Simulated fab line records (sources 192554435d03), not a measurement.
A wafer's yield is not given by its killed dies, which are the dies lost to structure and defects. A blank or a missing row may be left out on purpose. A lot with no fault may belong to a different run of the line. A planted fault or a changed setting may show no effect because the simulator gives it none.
8D (eight disciplines) problem report, filled in by code | flow n5 finfet | the parts of the form that need people (team, actions taken, sign-off) are left out

## 1. THE ISSUE
platen rpm at N5_HKMG_FIN_CMP_23 reads a mean of 52.33 rpm on 2 wafers of 2 lots; wafers without a fault read 50.29 rpm with a standard deviation of 0.039. Relative to the usual mean, that is a shift of +52 standard deviations.
The step: polishes, stops on SiNx, t overpolish 10 s, target thk 46.326 nm.
Earliest sighting: wafer L759.6 on cmp-02 at day 7 21:29. Wafers with a number at this step in the record: 27, from 9 lots. The rule behind "out" and "out of limits": a value lying over 4 standard deviations away from the usual mean. All remaining wafers that have a number are taken as sound.

## 2. WHAT IT IS, AND WHAT IT ISN'T
question                    | is               | is not
which readings at this step | platen rpm       | edge zone pressure frac, motor current A, overpolish run s, slurry filter dp kPa, time to endpoint s
which lots                  | L759, L762       | L750, L751, L753, L755, L757, L764, L768
which wafers of those lots  | L759.6, L762.4   | L759.1, L759.2, L762.1, L762.6
read on which tools         | cmp-02           | cmp-01, cmp-03
when                        | from day 7 21:29 | up to then (17 sound wafers); but 8 sound wafers of L762, L764, L768 came after

## 3. THE SUSPECTS, EACH WITH WHAT RULES IT OUT
Counting: if a tool at a process step up to the reading ran every lot that is out, it stays a suspect. Sound lots after the first of them don't rule it out here, since some wafers of a struck lot are sound.
- cmp-02 at N5_HKMG_FIN_CMP_23 (polishes, stops on SiNx, t overpolish 10 s, target thk 46.326 nm): kept. It ran every lot that is out, first L759 (day 7 21:29); its last sound lot up to then is L757 (day 7 06:49). Out on those wafers are its own readings of platen rpm.
- In cmp-02 at N5_HKMG_FIN_CMP_23, the wafers that are out were processed in chamber 2 and their sound lot-mates in chambers 0, 1.
Left after counting: cmp-02 at N5_HKMG_FIN_CMP_23.

## 4. THE CAUSE (what the simulator had put in)
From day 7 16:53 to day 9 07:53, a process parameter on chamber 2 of cmp-02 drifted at N5_HKMG_FIN_CMP_23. Setting platen rpm shifted by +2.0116 from 50.289. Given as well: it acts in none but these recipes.
After counting, this tool was the only one left.

## 5. SEQUENCE OF EFFECTS, ordered by route
One row per reading whose mean, taken over the struck wafers that have a number, lies over 3 standard deviations from the usual. Readings are gone through only where the record gives a usual standard deviation; hours: the median, over the lots, of the time from a lot's start at the first step in this table giving one to that lot's start at this step; sigmas: the change measured in usual standard deviations.
hours | step               | reading    | usual     | on struck wafers | change | sigmas
0     | N5_HKMG_FIN_CMP_23 | platen rpm | 50.29 rpm | 52.33            | +2.04  | +52
It contains these process steps:
- N5_HKMG_FIN_CMP_23: polishes, stops on SiNx, t overpolish 10 s, target thk 46.326 nm.
Later steps that measure or inspect, where all struck wafers having a row at the step show a number for every such reading and not one has moved that far: N5_BEOL_M4_RC_MEAS_101.

## 6. HOW IT WOULD HAVE BEEN CAUGHT EARLIER
In this record the first reading out of limits was taken at day 7 21:29, 5 hours after the fault began at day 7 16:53.
